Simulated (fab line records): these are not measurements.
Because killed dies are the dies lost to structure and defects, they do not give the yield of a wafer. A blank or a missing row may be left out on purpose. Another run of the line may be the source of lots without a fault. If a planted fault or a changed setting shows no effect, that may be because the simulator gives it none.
Matching of chambers :: flow nandHarc :: 4 sister chambers for NHARC_A_ZERO_WELL_DESCUM_12 on rieDiel-01
The step chemistry O2, time 3 s. 14 wafers are shown with their chamber, then 7 later ones without.

WAFERS PAIRED WITH THEIR CHAMBERS
wafer: L074.1
chamber: 3
showerheadPlenumPTorr (Torr): 1.84
drypumpMotorCurrentA (A): 6.3
oesProductAu (a.u.): 0.997

wafer: L074.4
chamber: 0
showerheadPlenumPTorr (Torr): 1.83
drypumpMotorCurrentA (A): 6.1
oesProductAu (a.u.): 0.997

wafer: L074.5
chamber: 2
showerheadPlenumPTorr (Torr): 1.95
drypumpMotorCurrentA (A): 4.9
oesProductAu (a.u.): 0.989

wafer: L082.3
chamber: 2
showerheadPlenumPTorr (Torr): 1.94
drypumpMotorCurrentA (A): 5.0
oesProductAu (a.u.): 1.012

wafer: L082.4
chamber: 3
showerheadPlenumPTorr (Torr): 1.84
drypumpMotorCurrentA (A): 6.3
oesProductAu (a.u.): 1.008

wafer: L082.5
chamber: 0
showerheadPlenumPTorr (Torr): 1.82
drypumpMotorCurrentA (A): 6.0
oesProductAu (a.u.): 1.007

wafer: L083.1
chamber: 1
showerheadPlenumPTorr (Torr): 1.77
drypumpMotorCurrentA (A): 5.0
oesProductAu (a.u.): 1.007

wafer: L083.4
chamber: 2
showerheadPlenumPTorr (Torr): 1.94
drypumpMotorCurrentA (A): 5.0
oesProductAu (a.u.): 1.013

wafer: L083.6
chamber: 0
showerheadPlenumPTorr (Torr): 1.82
drypumpMotorCurrentA (A): 6.0
oesProductAu (a.u.): 0.991

wafer: L084.2
chamber: 2
showerheadPlenumPTorr (Torr): 1.94
drypumpMotorCurrentA (A): 4.9
oesProductAu (a.u.): 1.008

wafer: L084.3
chamber: 1
showerheadPlenumPTorr (Torr): 1.77
drypumpMotorCurrentA (A): 5.0
oesProductAu (a.u.): 1.011

wafer: L084.6
chamber: 1
showerheadPlenumPTorr (Torr): 1.77
drypumpMotorCurrentA (A): 4.9
oesProductAu (a.u.): 1.003

wafer: L087.2
chamber: 3
showerheadPlenumPTorr (Torr): 1.84
drypumpMotorCurrentA (A): 6.3
oesProductAu (a.u.): 1.002

wafer: L087.4
chamber: 1
showerheadPlenumPTorr (Torr): 1.77
drypumpMotorCurrentA (A): 5.0
oesProductAu (a.u.): 1.010

SIGNATURES, as means of the wafers listed above
reading: showerheadPlenumPTorr
chamber 0: 1.8233
chamber 1: 1.7700
chamber 2: 1.9425
chamber 3: 1.8400
scatter within a chamber: 0.00376

reading: drypumpMotorCurrentA
chamber 0: 6.033
chamber 1: 4.975
chamber 2: 4.950
chamber 3: 6.300
scatter within a chamber: 0.0492

reading: oesProductAu
chamber 0: 0.99833
chamber 1: 1.00775
chamber 2: 1.00550
chamber 3: 1.00233
scatter within a chamber: 0.00779
Rule: for a wafer and a chamber, the distance is found by dividing, reading by reading, the gap between the wafer's reading and the chamber's mean by the reading's scatter, squaring, summing and taking the root. If the next closest chamber is less than 2 further off than the closest, the wafer can't be placed; otherwise it belongs to the closest. The scatter: the root of (the sum of the squares of (reading less its chamber's mean) over the shown wafers, divided by (wafers less chambers)).

WAFERS WITH NO CHAMBER GIVEN
wafer: L087.5
showerheadPlenumPTorr (Torr): 1.82
drypumpMotorCurrentA (A): 6.0
oesProductAu (a.u.): 0.993

wafer: L090.1
showerheadPlenumPTorr (Torr): 1.82
drypumpMotorCurrentA (A): 6.0
oesProductAu (a.u.): 0.984

wafer: L090.3
showerheadPlenumPTorr (Torr): 1.77
drypumpMotorCurrentA (A): 5.0
oesProductAu (a.u.): 0.997

wafer: L090.6
showerheadPlenumPTorr (Torr): 1.94
drypumpMotorCurrentA (A): 4.9
oesProductAu (a.u.): 0.995

wafer: L097.1
showerheadPlenumPTorr (Torr): 1.76
drypumpMotorCurrentA (A): 4.9
oesProductAu (a.u.): 0.993

wafer: L097.4
showerheadPlenumPTorr (Torr): 1.82
drypumpMotorCurrentA (A): 6.0
oesProductAu (a.u.): 1.001

wafer: L097.5
showerheadPlenumPTorr (Torr): 1.93
drypumpMotorCurrentA (A): 5.0
oesProductAu (a.u.): 1.006

WHICH CHAMBER EACH WENT THROUGH
wafer: L087.5
from the rows above: 0
in truth: 0

wafer: L090.1
from the rows above: 0
in truth: 0

wafer: L090.3
from the rows above: 1
in truth: 1

wafer: L090.6
from the rows above: 2
in truth: 2

wafer: L097.1
from the rows above: 1
in truth: 1

wafer: L097.4
from the rows above: 0
in truth: 0

wafer: L097.5
from the rows above: 2
in truth: 2
Placed correctly: 7 of 7. Number that these rows cannot place: 0. Number placed wrongly: 0.
